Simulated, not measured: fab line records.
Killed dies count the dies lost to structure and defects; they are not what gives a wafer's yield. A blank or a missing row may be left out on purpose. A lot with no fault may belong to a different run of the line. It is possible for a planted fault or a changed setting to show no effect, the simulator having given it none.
fab line records	flow n5Finfet
record: lots: 7	wafers: 21
route steps=1938 shown ZERO_LAYER@9 PMOS_HMC_CHANNEL_EPI@57 SD_EPI_N@262 SDB@373 HKMG_FIN@386
startH: hours from the record's opening day to when the first of the lot's shown wafers began	waitH: time in hours since the lot's previous step	" repeats the value in the row above	L1.1+2: a single row standing in for several wafers	- no value, or no start given	* or withheld: withheld	< > ~ a bound
route shown NAME@n: NAME is a module with steps in the file, n the number in the route of the first one	usual: the fault-free wafers' mean and standard deviation	same: alike in all rows	chamber/n: place in a boat	sites: the reading at each site	_std_site: how widely they spread, as a standard deviation	_edge_site: inner sites' mean taken away from outer sites' mean	radiusMm: for every site, how far away it sits from the centre of the wafer	mask NAME#n: copy n	behind: the tool/chamber that last shaped the wafer	hold: what put the lot on hold/how long, in hours/how the hold closed	device: transistor that didn't switch, given as n, p or np	end of line: the tests these same wafers got at the end of their route	where a step has no rows: the recipe by itself	killed: at the first sort, the dies lost to defects and structure; wafer yield is something else	map: shows each die of a wafer: x if killed, . if not, _ if none is there
set.NAME: the setting the step ran with; set.NAME@STEP: the setting that earlier step ran with	model.NAME: the simulator's own value behind a step, which no gauge read
one table per step and one row per wafer, for lots whose settings were changed on purpose
== steps ==
step: N5_ZERO_LAYER_EXPOSE_08
recipe: maskId: ZERO	na: 0.55	sourceShape: conventional	sigmaOuter: 0.8	polarization: unpolarized	defocusNm: 0	targetCdNm: 2000	doseMj: 16.2
lot.wafer	tool	chamber	startH	waitH	mask	set.doseMj
L074.1+2+3	krfScanner-01	0	12.59	-	ZERO#0	16.2
L077.3+4+5	krfScanner-01	0	30.48	-	ZERO#0	16.2
L078.1	krfScanner-02	0	36.62	-	ZERO#0	16.52
L078.3+5	"	0	"	"	ZERO#0	16.2
L080.1	krfScanner-01	0	48.48	-	ZERO#0	15.2
L080.2+3	"	0	"	"	ZERO#0	16.2
L084.4+5	krfScanner-01	0	72.61	-	ZERO#0	17.14
L084.6	"	0	"	"	ZERO#0	16.2
L088.1+2	krfScanner-02	0	96.46	-	ZERO#0	16.2
L088.5	"	0	"	"	ZERO#0	16.95
L096.2+3+6	krfScanner-02	0	144.66	-	ZERO#0	16.2
step: N5_ZERO_LAYER_PEB_09
recipe: pebTempC: withheld	pebTimeS: *
step: N5_ZERO_LAYER_DEVELOP_10
recipe: developTimeS: 60	rinseLiquid: diw	dry: airSpin	devTempC: 21
step: N5_ZERO_LAYER_HARDBAKE_23
recipe: tempC: 130	timeS: 120
step: N5_ZERO_LAYER_CD_MEAS_11
recipe: targetCdNm: 2000	landingEnergyEv: 500	detector: seInlens
usual: cdNm: 1999.5/2
lot.wafer	tool	chamber	startH	waitH	set.doseMj@ZERO_LAYER_EXPOSE_08	cdNm
L074.1	cdSem-03	0	12.77	-	16.2	2001.9
L074.2	"	0	"	"	16.2	1997.9
L074.3	"	0	"	"	16.2	2002.8
L077.3	cdSem-01	0	30.64	-	16.2	2002.2
L077.4	"	0	"	"	16.2	1999.8
L077.5	"	0	"	"	16.2	2000.6
L078.1	cdSem-01	0	36.79	-	16.52	2004.4
L078.3	"	0	"	"	16.2	2000.1
L078.5	"	0	"	"	16.2	1998.3
L080.1	cdSem-01	0	48.65	-	15.2	1985.3
L080.2	"	0	"	"	16.2	1997.2
L080.3	"	0	"	"	16.2	1997.8
L084.4	cdSem-03	0	72.77	-	17.14	2011.5
L084.5	"	0	"	"	17.14	2009.6
L084.6	"	0	"	"	16.2	2001.1
L088.1	cdSem-03	0	96.64	-	16.2	1996.1
L088.2	"	0	"	"	16.2	1999.6
L088.5	"	0	"	"	16.95	2008.8
L096.2	cdSem-01	0	144.83	-	16.2	1999.4
L096.3	"	0	"	"	16.2	1996.6
L096.6	"	0	"	"	16.2	2001.7
step: N5_ZERO_LAYER_DESCUM_16
recipe: chemistry: O2	timeS: 7.9	sourcePowerW: 50	biasPowerW: 20	pressureMtorr: 20	rfFrequencyHz: 2.712e+07	tempC: 40	o2FlowSccm: 225
lot.wafer	tool	chamber	startH	waitH	set.timeS	set.doseMj@ZERO_LAYER_EXPOSE_08	model.ZERO_LAYER.cdNm
L074.1	rieDiel-06	0	12.80	0.0	7.9	16.2	2002
L074.2	"	2	"	"	7.29	16.2	1998
L074.3	"	1	"	"	7.9	16.2	2003
L077.3	rieDiel-05	0	30.68	0.0	7.9	16.2	2003
L077.4	"	3	"	"	7.9	16.2	1999
L077.5	"	3	"	"	8.924	16.2	2001
L078.1	rieDiel-06	0	36.83	0.0	6.33	16.52	2004
L078.3	"	3	"	"	7.9	16.2	2000
L078.5	"	3	"	"	7.9	16.2	1998
L080.1	rieDiel-06	0	49.13	0.5	8.776	15.2	1985
L080.2	"	2	"	"	8.776	16.2	1997
L080.3	"	1	"	"	7.9	16.2	1998
L084.4	rieDiel-06	1	72.91	0.1	7.9	17.14	2012
L084.5	"	1	"	"	7.9	17.14	2009
L084.6	"	0	"	"	8.751	16.2	2001
L088.1	rieDiel-05	2	96.87	0.2	7.9	16.2	1996
L088.2	"	0	"	"	8.918	16.2	2000
L088.5	"	2	"	"	7.9	16.95	2009
L096.2	rieDiel-06	1	145.34	0.5	7.9	16.2	1999
L096.3	"	2	"	"	7.9	16.2	-
L096.6	"	1	"	"	7.9	16.2	2002
step: N5_ZERO_LAYER_ETCH_17
recipe: chemistry: CF4	target: SiO2	targetDepthA: 120	timeS: 13.3	ionEnergyEv: 350	pressureMtorr: 40	sourceW: 450	biasW: 215	Ar_flow_sccm: 100	cf4FlowSccm: 100
lot.wafer	tool	chamber	startH	waitH	set.doseMj@ZERO_LAYER_EXPOSE_08	model.ZERO_LAYER.cdNm
L074.1	rieDiel-06	0	12.84	0.0	16.2	2002
L074.2	"	2	"	"	16.2	1998
L074.3	"	1	"	"	16.2	2003
L077.3	rieDiel-05	0	30.71	0.0	16.2	2003
L077.4	"	3	"	"	16.2	2000
L077.5	"	3	"	"	16.2	2001
L078.1	rieDiel-06	0	36.87	0.0	16.52	2004
L078.3	"	3	"	"	16.2	2000
L078.5	"	3	"	"	16.2	1998
L080.1	rieDiel-06	0	49.17	0.0	15.2	1985
L080.2	"	2	"	"	16.2	1997
L080.3	"	1	"	"	16.2	1998
L084.4	rieDiel-06	1	72.95	0.0	17.14	2012
L084.5	"	1	"	"	17.14	2009
L084.6	"	0	"	"	16.2	2001
L088.1	rieDiel-05	2	96.91	0.0	16.2	1996
L088.2	"	0	"	"	16.2	2000
L088.5	"	2	"	"	16.95	2009
L096.2	rieDiel-06	1	145.38	0.0	16.2	1999
L096.3	"	2	"	"	16.2	1997
L096.6	"	1	"	"	16.2	2002
step: N5_PMOS_HMC_CHANNEL_EPI_HM_DEP_34
recipe: material: SiO2	targetThkA: 360	tempC: 400	precursor: TEOS/O2	pressureTorr: 6.5	rfW: 900	teosFlowSccm: 161.4	gas: O2	flowSccm: 2650	timeS: 6.9
lot.wafer	tool	chamber	startH	waitH	set.timeS	model.SiO2_of_PMOS_HMC_CHANNEL_EPI_HM_DEP_34.thkNm
L074.1	pecvd-02	0	18.54	0.0	7.875	41.38
L074.2	"	1	"	"	7.875	40.68
L074.3	"	2	"	"	6.9	36.16
L077.3	pecvd-03	0	35.05	0.0	6.288	32.11
L077.4	"	1	"	"	6.288	32.39
L077.5	"	0	"	"	6.9	35.54
L078.1	pecvd-02	1	41.86	0.0	6.9	35.9
L078.3	"	0	"	"	6.9	36.05
L078.5	"	2	"	"	7.209	37.56
L080.1	pecvd-04	0	53.28	0.0	6.9	35.3
L080.2	"	1	"	"	6.9	35.53
L080.3	"	2	"	"	6.9	35.58
L084.4	pecvd-03	0	77.65	0.0	6.9	35.8
L084.5	"	2	"	"	7.846	40.61
L084.6	"	1	"	"	7.846	41.05
L088.1	pecvd-02	2	101.94	0.0	6.9	35.45
L088.2	"	0	"	"	6.9	35.69
L088.5	"	0	"	"	6.9	36.06
L096.2	pecvd-04	0	149.46	0.0	6.9	34.87
L096.3	"	2	"	"	6.9	35.19
L096.6	"	2	"	"	6.9	35.82
step: N5_PMOS_HMC_CHANNEL_EPI_PEB_07
recipe: pebTempC: 110	pebTimeS: 60	resist: CAR-ArF-block
lot.wafer	tool	chamber	startH	waitH	set.pebTimeS
L074.1+2+3	lithoTrack-03	0	18.75	0.1	60
L077.3	lithoTrack-02	0	35.39	0.0	71.38
L077.4+5	"	0	"	"	60
L078.1+3	lithoTrack-01	0	42.20	0.1	52.66
L078.5	"	0	"	"	60
L080.1	lithoTrack-03	0	53.49	0.1	64.32
L080.2+3	"	0	"	"	60
L084.4+6	lithoTrack-03	0	77.98	0.0	60
L084.5	"	0	"	"	70
L088.1+2+5	lithoTrack-02	0	102.27	0.1	68.19
L096.2+3+6	lithoTrack-01	0	149.68	0.0	60
step: N5_PMOS_HMC_CHANNEL_EPI_DEVELOP_08
recipe: developTimeS: 30	developer: TMAH	resist: CAR-ArF-block	devTempC: 23	rinseLiquid: diw	dry: airSpin
step: N5_PMOS_HMC_CHANNEL_EPI_CD_MEAS_09
recipe: targetCdNm: 237.4	landingEnergyEv: 500	detector: seInlens
usual: cdNm: 237.1/1.1
lot.wafer	tool	chamber	startH	waitH	set.pebTimeS@PMOS_HMC_CHANNEL_EPI_PEB_07	cdNm
L074.1	cdSem-03	0	18.82	-	60	237.7
L074.2	"	0	"	"	60	236.0
L074.3	"	0	"	"	60	236.5
L077.3	cdSem-01	0	35.46	-	71.38	243.2
L077.4	"	0	"	"	60	235.2
L077.5	"	0	"	"	60	236.4
L078.1	cdSem-02	0	42.27	-	52.66	230.9
L078.3	"	0	"	"	52.66	231.5
L078.5	"	0	"	"	60	237.3
L080.1	cdSem-03	0	53.56	-	64.32	238.8
L080.2	"	0	"	"	60	236.2
L080.3	"	0	"	"	60	236.3
L084.4	cdSem-02	0	78.05	-	60	237.8
L084.5	"	0	"	"	70	242.4
L084.6	"	0	"	"	60	238.8
L088.1	cdSem-03	0	102.34	-	68.19	242.2
L088.2	"	0	"	"	68.19	242.8
L088.5	"	0	"	"	68.19	241.4
L096.2	cdSem-02	0	149.74	-	60	237.6
L096.3	"	0	"	"	60	236.9
L096.6	"	0	"	"	60	237.4
step: N5_PMOS_HMC_CHANNEL_EPI_DESCUM_14
recipe: chemistry: O2	timeS: 7.9	sourcePowerW: 50	biasPowerW: 20	pressureMtorr: 20	rfFrequencyHz: 2.712e+07	tempC: 40	resist: CAR-ArF-block	o2FlowSccm: 225
lot.wafer	tool	chamber	startH	waitH	set.pebTimeS@PMOS_HMC_CHANNEL_EPI_PEB_07	model.PMOS_HMC_CHANNEL_EPI.cdNm
L074.1	rieDiel-06	3	19.20	0.3	60	237.8
L074.2	"	1	"	"	60	236
L074.3	"	2	"	"	60	236.4
L077.3	rieDiel-03	3	35.61	0.1	71.38	242.7
L077.4	"	1	"	"	60	235.1
L077.5	"	0	"	"	60	236.2
L078.1	rieDiel-06	1	42.35	0.0	52.66	231.3
L078.3	"	3	"	"	52.66	231.4
L078.5	"	3	"	"	60	237.5
L080.1	rieDiel-03	3	53.66	0.0	64.32	238.6
L080.2	"	2	"	"	60	236.1
L080.3	"	1	"	"	60	235.9
L084.4	rieDiel-06	1	78.22	0.1	60	238
L084.5	"	1	"	"	70	242.2
L084.6	"	0	"	"	60	238.6
L088.1	rieDiel-05	0	102.43	0.0	68.19	242.2
L088.2	"	1	"	"	68.19	243.1
L088.5	"	2	"	"	68.19	241.7
L096.2	rieDiel-06	3	150.18	0.4	60	237.7
L096.3	"	0	"	"	60	237
L096.6	"	0	"	"	60	236.9
step: N5_PMOS_HMC_CHANNEL_EPI_ETCH_32
recipe: chemistry: N2/H2	target: BARC	stopOn: SiO2	targetDepthA: 858	overEtchFrac: 0.3	timeS: 50.3	ionEnergyEv: 200	maskMaterial: CAR-ArF-block	pressureMtorr: 30	sourceW: 840	biasW: 150	n2FlowSccm: 200	h2FlowSccm: 200
lot.wafer	tool	chamber	startH	waitH	set.pebTimeS@PMOS_HMC_CHANNEL_EPI_PEB_07	model.PMOS_HMC_CHANNEL_EPI.cdNm
L074.1	rieDiel-06	3	19.24	0.0	60	241.3
L074.2	"	1	"	"	60	237.5
L074.3	"	2	"	"	60	237.8
L077.3	rieDiel-03	3	35.64	0.0	71.38	244.8
L077.4	"	1	"	"	60	237.9
L077.5	"	0	"	"	60	238.7
L078.1	rieDiel-06	1	42.39	0.0	52.66	234
L078.3	"	3	"	"	52.66	235.5
L078.5	"	3	"	"	60	241.7
L080.1	rieDiel-03	3	53.70	0.0	64.32	240.8
L080.2	"	2	"	"	60	238.4
L080.3	"	1	"	"	60	239.1
L084.4	rieDiel-06	1	78.25	0.0	60	240.1
L084.5	"	1	"	"	70	244.5
L084.6	"	0	"	"	60	241.7
L088.1	rieDiel-05	0	102.47	0.0	68.19	244.8
L088.2	"	1	"	"	68.19	245
L088.5	"	2	"	"	68.19	244.5
L096.2	rieDiel-06	3	150.22	0.0	60	240.3
L096.3	"	0	"	"	60	239.2
L096.6	"	0	"	"	60	238.9
step: N5_SD_EPI_N_COAT_32
recipe: resist: SOC	tempC: 250	timeS: 60	spinRpm: 1500	resistThkNm: 350
lot.wafer	tool	chamber	startH	waitH	set.spinRpm	model.SOC_of_SD_EPI_N_COAT_32.thkNm
L074.1	lithoTrack-03	0	49.90	0.0	1457	356.8
L074.2	"	0	"	"	1500	351.8
L074.3	"	0	"	"	1457	357.4
L077.3	lithoTrack-04	0	67.24	0.0	1546	344.2
L077.4	"	0	"	"	1500	349.2
L077.5	"	0	"	"	1500	350.6
L078.1+3	lithoTrack-03	0	72.57	0.0	1500	350.6
L078.5	"	0	"	"	1568	343
L080.1+3	lithoTrack-03	0	84.23	0.0	1592	340.6
L080.2	"	0	"	"	1500	350.4
L084.4	lithoTrack-04	0	113.52	0.0	1500	350.6
L084.5	"	0	"	"	1453	355.2
L084.6	"	0	"	"	1500	350
L088.1	lithoTrack-04	0	135.58	0.0	1500	351.4
L088.2	"	0	"	"	1662	333.6
L088.5	"	0	"	"	1500	351.8
L096.2+3	lithoTrack-03	0	180.88	0.0	1500	351.2
L096.6	"	0	"	"	1500	352.4
step: N5_SD_EPI_N_ETCH_35
recipe: chemistry: N2/H2	target: SOC	overetchA: 1080	maskMaterial: SiARC	tempC: 40	ionEnergyEv: 100	sourceW: 3000	biasW: 133	pressureMtorr: 20	timeS: 486	n2FlowSccm: 200	h2FlowSccm: 200
usual: rfVppV: 240.4/1.2
lot.wafer	tool	chamber	startH	waitH	set.sourceW	rfVppV	model.SiARC_of_SD_EPI_N_COAT_33.thkNm
L074.1	rieDiel-02	0	50.45	0.0	3378	231.8	18.8
L074.2	"	1	"	"	3000	239.9	19.4
L074.3	"	3	"	"	3378	232.8	18
L077.3	rieDiel-02	2	67.79	0.0	3000	239.8	19.4
L077.4	"	3	"	"	2774	249.1	20.4
L077.5	"	3	"	"	2774	247.7	20.4
L078.1	rieDiel-04	2	73.18	0.0	3000	241.7	19.6
L078.3	"	1	"	"	3000	239.1	19.6
L078.5	"	0	"	"	3000	242.1	19.6
L080.1	rieDiel-01	0	84.77	0.0	2648	249.1	20.6
L080.2	"	2	"	"	3000	241.3	19.6
L080.3	"	1	"	"	3000	238.8	19.4
L084.4	rieDiel-01	2	114.47	0.2	2566	253.7	21.6
L084.5	"	3	"	"	2566	252.2	21.6
L084.6	"	0	"	"	3000	240.8	19.6
L088.1	rieDiel-02	3	136.40	0.0	2750	249.7	20.8
L088.2	"	1	"	"	3000	240.0	20
L088.5	"	3	"	"	2750	250.0	20.8
L096.2	rieDiel-01	2	181.54	0.0	3000	241.2	19.8
L096.3	"	3	"	"	3000	239.0	19.8
L096.6	"	3	"	"	3000	241.2	19.8
step: N5_SD_EPI_N_STRIP_36
recipe: chemistry: N2/H2	tempC: 40	n2FlowSccm: 200	h2FlowSccm: 200	rfFrequencyHz: 6e+07
step: N5_SD_EPI_N_ETCHBACK_44
recipe: chemistry: CH3F/O2	mode: anisotropicEtchback	target: SiNx	targetDepthA: 145	stopOn: SiO2	overEtchFrac: 0.3	ionEnergyEv: 120	pressureMtorr: 30	sourceW: 395	biasW: 73	Ar_flow_sccm: 150	CH3F_flow_sccm: 30	O2_flow_sccm: 20
lot.wafer	tool	chamber	startH	waitH	set.sourceW@SD_EPI_N_ETCH_35	model.SiARC_of_SD_EPI_N_COAT_33.thkNm
L074.1	rieDiel-02	0	50.77	0.0	3378	15.2
L074.2	"	1	"	"	3000	15.8
L074.3	"	3	"	"	3378	14.2
L077.3	rieDiel-02	2	68.11	0.0	3000	15.6
L077.4+5	"	3	"	"	2774	16.6
L078.1	rieDiel-04	2	73.50	0.0	3000	15.8
L078.3	"	1	"	"	3000	16
L078.5	"	0	"	"	3000	15.6
L080.1	rieDiel-01	0	85.10	0.0	2648	16.8
L080.2	"	2	"	"	3000	15.8
L080.3	"	1	"	"	3000	15.6
L084.4+5	rieDiel-01	2,3	114.69	0.1	2566	17.8
L084.6	"	0	"	"	3000	16
L088.1	rieDiel-02	3	136.73	0.0	2750	17.2
L088.2	"	1	"	"	3000	16.4
L088.5	"	3	"	"	2750	17
L096.2+3+6	rieDiel-01	2,3,3	181.87	0.0	3000	16
step: N5_SDB_ALD_29
recipe: material: SiNx	targetThkA: 300	tempC: 400	aldPrecursorFamily: SiH2I2	aldCoReactant: N2/H2-plasma	pulseTimeS: 1	aldCycles: 600	purgeTimeS: 2	coReactantPurgeTimeS: 2	pressureTorr: 2
lot.wafer	tool	chamber	startH	waitH	set.aldCycles	model.SiNx_of_SDB_ALD_29.thkNm
L074.1	aldSin-03	0	67.81	0.3	600	30
L074.2	"	1	"	"	573	28.6
L074.3	"	2	"	"	600	30.2
L077.3	aldSin-03	3	87.85	0.0	600	30.2
L077.4+5	"	0,2	89.20	1.4	548	27.6
L078.1	aldSin-01	3	90.26	0.0	673	33.8
L078.3+5	"	0,3	"	"	600	30
L080.1	aldSin-02	0	102.62	0.2	534	26.6
L080.2	"	3	"	"	600	29.8
L080.3	"	2	"	"	534	26.2
L084.4+5	aldSin-03	0,2	131.59	0.0	600	30
L084.6	"	1	132.95	1.4	600	30.2
L088.1	aldSin-03	1	152.82	0.0	657	33
L088.2	"	2	"	"	657	32.8
L088.5	"	2	154.17	1.4	600	30
L096.2+6	aldSin-01	3,1	200.46	0.0	600	29.8
L096.3	"	1	"	"	600	30
step: N5_HKMG_FIN_HK_ALD_01
recipe: material: HfO2	targetThkA: 16	tempC: withheld	aldPrecursorFamily: HfCl4	aldCoReactant: H2O	pulseTimeS: 3	purgeTimeS: 3	coReactantPurgeTimeS: 2.5	coReactantPulseTimeS: 0.3	aldCycles: 30
lot.wafer	tool	chamber	startH	waitH	set.aldCycles
L074.1+2+3	aldHk-03	2,0,3	71.45	0.0	30
L077.3+4+5	aldHk-03	2,0,2	91.49	0.0	32
L078.1	aldHk-03	0	94.17	0.0	30
L078.3+5	"	3,0	"	"	28
L080.1+2	aldHk-01	2,1	106.27	0.0	30
L080.3	"	0	"	"	34
L084.4+5	aldHk-02	3,0	135.31	0.0	26
L084.6	"	3	"	"	30
L088.1	aldHk-01	0	156.47	0.0	30
L088.2+5	"	2,1	"	"	32
L096.2+3+6	aldHk-01	2,1,2	204.40	0.0	30
== key ==
split: step: N5_ZERO_LAYER_EXPOSE_08	setting: doseMj	stated: 16.2	by: wafer
response: step: N5_ZERO_LAYER_CD_MEAS_11	reading: cdNm	change: +1.97	per: 1%	r: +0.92
response: step: N5_ZERO_LAYER_DESCUM_16	reading: model.ZERO_LAYER.cdNm	change: +1.96	per: 1%	r: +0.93
response: step: N5_ZERO_LAYER_ETCH_17	reading: model.ZERO_LAYER.cdNm	change: +1.94	per: 1%	r: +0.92
split: step: N5_ZERO_LAYER_DESCUM_16	setting: timeS	stated: 7.9	by: wafer
response none clear
split: step: N5_PMOS_HMC_CHANNEL_EPI_HM_DEP_34	setting: timeS	stated: 6.9	by: wafer
response: step: N5_PMOS_HMC_CHANNEL_EPI_HM_DEP_34	reading: model.SiO2_of_PMOS_HMC_CHANNEL_EPI_HM_DEP_34.thkNm	change: +0.358	per: 1%	r: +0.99
split: step: N5_PMOS_HMC_CHANNEL_EPI_PEB_07	setting: pebTimeS	stated: 60	by: wafer
response: step: N5_PMOS_HMC_CHANNEL_EPI_CD_MEAS_09	reading: cdNm	change: +0.361	per: 1%	r: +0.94
response: step: N5_PMOS_HMC_CHANNEL_EPI_DESCUM_14	reading: model.PMOS_HMC_CHANNEL_EPI.cdNm	change: +0.35	per: 1%	r: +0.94
response: step: N5_PMOS_HMC_CHANNEL_EPI_ETCH_32	reading: model.PMOS_HMC_CHANNEL_EPI.cdNm	change: +0.34	per: 1%	r: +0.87
split: step: N5_SD_EPI_N_COAT_32	setting: spinRpm	stated: 1500	by: wafer
response: step: N5_SD_EPI_N_COAT_32	reading: model.SOC_of_SD_EPI_N_COAT_32.thkNm	change: -1.67	per: 1%	r: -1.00
split: step: N5_SD_EPI_N_ETCH_35	setting: sourceW	stated: 3000	by: wafer
response: step: N5_SD_EPI_N_ETCH_35	reading: rfVppV	change: -0.831	per: 1%	r: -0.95
response: step: N5_SD_EPI_N_ETCH_35	reading: model.SiARC_of_SD_EPI_N_COAT_33.thkNm	change: -0.109	per: 1%	r: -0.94
response: step: N5_SD_EPI_N_ETCHBACK_44	reading: model.SiARC_of_SD_EPI_N_COAT_33.thkNm	change: -0.105	per: 1%	r: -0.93
split: step: N5_SDB_ALD_29	setting: aldCycles	stated: 600	by: wafer
response: step: N5_SDB_ALD_29	reading: model.SiNx_of_SDB_ALD_29.thkNm	change: +0.309	per: 1%	r: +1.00
split: step: N5_HKMG_FIN_HK_ALD_01	setting: aldCycles	stated: 30	by: wafer
response none in this file
